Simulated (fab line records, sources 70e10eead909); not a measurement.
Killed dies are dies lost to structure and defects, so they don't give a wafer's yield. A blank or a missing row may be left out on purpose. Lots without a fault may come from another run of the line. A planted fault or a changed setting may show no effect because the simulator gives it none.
A struck lot beside a sound one | flow nand_harc | 17 steps out of a route of 1302
Sound: wafers L245.2, L245.4, L245.5. Struck: wafer L256.3. (L256.1, L256.4 of the same lot were not struck and are left out.) The cause comes at the end.
At each step with rows: each side's tool, then ch and its chambers, then its first start. Under that, the readings that differ: sound wafers | struck wafers | difference of the means | sigmas: that difference in standard deviations of wafers without a fault.
alike: readings whose means differ by less than 2 such deviations, and words and numbers that are the same on both sides. not compared: withheld readings, readings that some wafer has no value for, bounds like >300 that may hide the same value, and numbers for which the record gives no deviation and whose values overlap.
The two part at a step that has a row with sigmas, a row that says differs or no value, or rows on one side only. Numbers that don't overlap but have no deviation are shown without sigmas and don't part them. A reading that every wafer of one side lacks parts them only if that side has two wafers or more.

NHARC_A_SGD_CUT_CD_MEAS_09: target cd 100 nm.
  sound on cd_sem-02 ch 0, day 19 03:07; struck on cd_sem-02 ch 0, day 23 17:07
  alike: cd_nm
NHARC_A_SGD_CUT_OVL_MEAS_10:
  sound on overlay-01, day 19 03:11; struck on overlay-02, day 23 17:13
  reading           | sound       | struck | difference | sigmas
  overlay_x_nm (nm) | 1.1 1.0 0.8 | -1.5   | -2.5       | -2
  alike: overlay_y_nm
NHARC_A_SGD_CUT_INSPECT_11:
  sound on defect_inspect-02, day 19 03:14; struck on defect_inspect-02, day 23 17:15
  alike: raw_defect_count
NHARC_A_SGD_CUT_DESCUM_14: chemistry O2, time 3 s.
  sound on rie_diel-06 ch 2,3, day 19 03:17; struck on rie_diel-06 ch 3, day 23 17:19
  alike: drypump_motor_current_A, oes_product_au, rf_vpp_V, showerhead_plenum_p_Torr, throttle_valve_pct
  not compared: rf_hours_counter_h
NHARC_A_SGD_CUT_ETCH_58: etches the open film in CF4, target depth 39 nm, time 65 s.
  sound on rie_diel-06 ch 1,2,3, day 19 03:22; struck on rie_diel-06 ch 0, day 23 17:23
  alike: drypump_motor_current_A, oes_product_au, rf_vpp_V, showerhead_plenum_p_Torr, throttle_valve_pct
  not compared: rf_hours_counter_h
then, 1 step without rows for these wafers: NHARC_A_SGD_CUT_ETCH_59 (etches the open film in N2/H2, target depth 260 nm, time 406.25 s).
NHARC_A_SGD_CUT_ETCH_15: etches the open film in CH3F/O2, target depth 75 nm, time 64.3 s.
  sound on rie_diel-06 ch 2,3; struck on rie_diel-06 ch 0
  reading                | sound                | struck | difference | sigmas
  throttle_valve_pct (%) | 20.663 20.658 20.663 | 20.688 | +0.027     | +3
  alike: drypump_motor_current_A, oes_product_au, rf_vpp_V, showerhead_plenum_p_Torr
  not compared: rf_hours_counter_h
NHARC_A_SGD_CUT_ETCH_16: etches the open film in C4F8/O2/Ar, target depth 310.5 nm, time 155.2 s.
  sound on rie_diel-06 ch 1,3; struck on rie_diel-06 ch 0
  alike: oes_product_au, rf_vpp_V
  not compared: rf_hours_counter_h
then, 1 step without rows for these wafers: NHARC_A_SGD_CUT_STRIP_60 (strips in C4F8/O2/Ar).
NHARC_A_SGD_CUT_STRIP_17: strips in O2.
  sound on rie_diel-06 ch 0,1; struck on rie_diel-06 ch 2
  reading               | sound             | struck | difference | sigmas
  oes_product_au (a.u.) | 0.990 1.010 1.006 | 0.987  | -0.015     | -2
  alike: drypump_motor_current_A, rf_vpp_V, showerhead_plenum_p_Torr, throttle_valve_pct
  not compared: rf_hours_counter_h
then, 2 steps without rows for these wafers: NHARC_A_SGD_CUT_PRECLEAN_18 (cleans in SC1); NHARC_A_SGD_CUT_SRD_19.
NHARC_A_SGD_CUT_DEP_20: deposits SiO2, target thk 150 nm.
  sound on fcvd-01 ch 1, day 19 04:24; struck on fcvd-01 ch 0,1, day 23 18:27
then, 1 step without rows for these wafers: NHARC_A_SGD_CUT_ANNEAL_27 (time 1800 s).
NHARC_A_SGD_CUT_CMP_21: polishes, target thk 148.19 nm.
  sound on cmp-01 ch 1,3, day 19 09:05; struck on cmp-03 ch 3, day 23 23:02
  reading                | sound          | struck | difference | sigmas
  time_to_endpoint_s (s) | 46.6 46.6 47.7 | 74.9   | +27.9      | +10
  alike: motor_current_A, retaining_ring_pressure_frac
NHARC_A_SGD_CUT_THK_MEAS_22: measures by ellipsometry.
  sound on film_metro-02, day 19 09:19; struck on film_metro-01, day 23 23:18
  reading     | sound             | struck | difference | sigmas
  thk_nm (nm) | 146.9 148.4 148.9 | 144.9  | -3.2       | -2
-- the record jumps here: 5 days lie between the struck wafers' starts before and after (it left off in module A_SGD_CUT and takes up again in module END, whose first step shown is number 1302 of the route) --
NHARC_END_SORT_01:
  sound on prober-02 ch 0, day 24 09:16; struck on prober-01 ch 0, day 28 22:11
  alike: killed_at_array, killed_at_other, killed_at_periphery, killed_dies, killed_open, killed_short

WHERE THEY PART
First at NHARC_A_SGD_CUT_OVL_MEAS_10; last, within this record, at NHARC_A_SGD_CUT_THK_MEAS_22. Later steps at which nothing parts them and some readings are alike: NHARC_END_SORT_01.

WHY: what the simulator had put in
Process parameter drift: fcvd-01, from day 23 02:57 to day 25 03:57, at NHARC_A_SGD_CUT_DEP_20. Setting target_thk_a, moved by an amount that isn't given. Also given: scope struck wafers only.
